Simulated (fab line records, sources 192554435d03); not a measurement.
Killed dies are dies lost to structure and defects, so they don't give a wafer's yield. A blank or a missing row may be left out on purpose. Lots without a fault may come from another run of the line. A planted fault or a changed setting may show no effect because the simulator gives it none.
Chamber matching | flow n5_finfet | N5_GATE_CUT_CMP_23 on cmp-04: 4 sister chambers
The step polishes, stops on SiO2, t overpolish 23.4 s, target thk 16 nm. 4 wafers are shown with their chamber, then 8 later ones without.

WAFERS WITH THEIR CHAMBER
wafer  | chamber | motor_current_A (A)
L084.4 | 1       | 9.6
L084.6 | 2       | 7.8
L089.5 | 0       | 8.1
L090.1 | 3       | 9.6

WAFERS WITHOUT THEIR CHAMBER
wafer  | motor_current_A (A)
L090.2 | 10.1
L090.3 | 8.7
L091.1 | 9.6
L091.5 | 8.0
L091.6 | 9.1
L092.1 | 8.0
L092.3 | 8.2
L092.4 | 10.2

WHICH CHAMBER EACH WENT THROUGH
wafer  | from the rows above               | in truth
L090.2 | can't be placed: 1 or 3           | 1
L090.3 | can't be placed: 0 or 2 or 1 or 3 | 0
L091.1 | can't be placed: 1 or 3           | 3
L091.5 | can't be placed: 0 or 2           | 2
L091.6 | can't be placed: 1 or 3 or 0      | 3
L092.1 | can't be placed: 0 or 2           | 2
L092.3 | can't be placed: 0 or 2           | 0
L092.4 | can't be placed: 1 or 3           | 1
Placed correctly: 0 of 8. Can't be placed from these rows: 8 (the true chamber is among the candidates in 8). Placed wrongly: 0.
How it was worked out, from the rows above alone: a wafer's distance from a chamber is the root of the sum, over the readings, of the square of ((its reading less the chamber's mean) divided by the reading's scatter). The wafer belongs to the nearest chamber; if the next one is less than 2 further off, it can't be placed. A chamber's mean is the mean of its shown wafers. The scatter: with one shown wafer a chamber, the root of the mean of the squares of how far each hidden wafer lies from its nearest shown one.
